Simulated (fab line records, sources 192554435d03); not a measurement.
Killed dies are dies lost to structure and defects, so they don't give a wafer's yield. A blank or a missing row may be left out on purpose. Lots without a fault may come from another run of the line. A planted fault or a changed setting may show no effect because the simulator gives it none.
One fault seen from 2 desks | flow n5_finfet | each desk has only its own numbers; what lay behind them comes last

THE TOOL OWNER'S DESK: ald_sin-04
The tool's own readings at N5_GATE_CUT_SAC_CAP_01 (material SiNx, target thk 24 nm, pulse time 1 s, ald cycles 480): means of the sampled wafers that have a number, for each lot that ran on this tool. A lot is out of limits, marked OUT, if its mean lies more than 4 standard deviations from the usual mean; the brackets give that distance.
Columns: A = heater_power_w at N5_GATE_CUT_SAC_CAP_01, usual 798 W; B = precursor_pulse_height_rel at N5_GATE_CUT_SAC_CAP_01, usual 1.000
lot  | first seen here | A   | B
L446 | day 4 11:37     | 800 | 1.008
L447 | day 4 18:07     | 747 | 0.998
L450 | day 5 07:43     | 801 | 1.003
L461 | day 8 04:56     | 798 | 1.010
L462 | day 8 07:53     | 830 | 0.990
L463 | day 8 14:34     | 745 | 0.982
This desk's finding: nothing out of limits on any of the 6 lots.

THE METROLOGY DESK
What the gauges read, lot by lot, whatever tool the lot ran on: means of the sampled wafers that have a number. A lot is out of limits, marked OUT, if its mean lies more than 4 standard deviations from the usual mean; the brackets give that distance. Of its 13 readings 7 are shown: the one that was out of limits first, and those that lie furthest out on some lot.
Columns: A = cd_nm at N5_MOL_CONTACT_COAG_CD_MEAS_99, usual 17.1 nm; B = MD_CAP_THK at N5_MOL_CONTACT_COAG_THK_MEAS_29, usual 17.96 nm; C = DIBL_N at N5_BEOL_M4_RC_MEAS_101, usual 36.5 mV/V; D = IOFF_P at N5_BEOL_M4_RC_MEAS_101, usual 0.21 nA/um; E = SS_N at N5_BEOL_M4_RC_MEAS_101, usual 71.6 mV/dec; F = SS_P at N5_BEOL_M4_RC_MEAS_101, usual 73.4 mV/dec; G = VT_P at N5_BEOL_M4_RC_MEAS_101, usual -250.5 mV
lot  | first seen here | A    | B               | C    | D    | E    | F    | G
L446 | day 4 19:37     | 16.8 | 17.94           | 33.1 | 0.18 | 70.9 | 72.8 | -251.3
L447 | day 5 02:20     | 16.9 | 18.12           | 38.5 | 0.23 | 72.2 | 74.7 | -247.8
L450 | day 5 15:17     | 16.6 | 18.05           | 38.9 | 0.26 | 71.9 | 74.1 | -248.9
L451 | day 6 00:28     | 17.1 | 17.85           | 33.4 | 0.17 | 70.3 | 72.6 | -252.8
L461 | day 8 13:52     | 17.1 | 15.29 (-29) OUT | 35.4 | 0.19 | 71.5 | 73.7 | -254.2
L462 | day 8 15:53     | 17.1 | 15.30 (-29) OUT | 37.8 | 0.21 | 71.8 | 73.2 | -249.5
L463 | day 8 23:11     | 17.0 | 15.43 (-27) OUT | 36.5 | 0.19 | 71.7 | 73.4 | -252.2
L464 | day 9 03:16     | 17.2 | 17.98           | 35.7 | 0.21 | 70.9 | 72.8 | -248.5
L467 | day 9 23:36     | 17.9 | 17.94           | 36.8 | 0.23 | 71.3 | 73.7 | -248.0
L468 | day 10 04:45    | 17.3 | 17.98           | 37.8 | 0.27 | 72.1 | 74.1 | -245.0
This desk's finding: out of limits on L461, L462, L463; first on L461, day 9 01:23 (MD_CAP_THK at N5_MOL_CONTACT_COAG_THK_MEAS_29). In limits: L446, L447, L450, L451, L464, L467, L468.

PUT TOGETHER
The metrology desk could have raised an alarm at day 9 01:23, on L461, L462, L463.
The tool owner's desk saw nothing out of limits.
The tool owner's desk has L461, L462, L463 on record, within its limits.
Of the lots named, all ran N5_GATE_CUT_SAC_CAP_01 on ald_sin-04.

WHAT THE SIMULATOR HAD PUT IN
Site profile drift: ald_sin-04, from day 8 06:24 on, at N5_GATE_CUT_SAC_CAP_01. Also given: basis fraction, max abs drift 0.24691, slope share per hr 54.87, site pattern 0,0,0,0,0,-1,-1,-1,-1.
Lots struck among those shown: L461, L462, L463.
Hours from the fault's start to each desk's first reading out of limits: the metrology desk, 19.
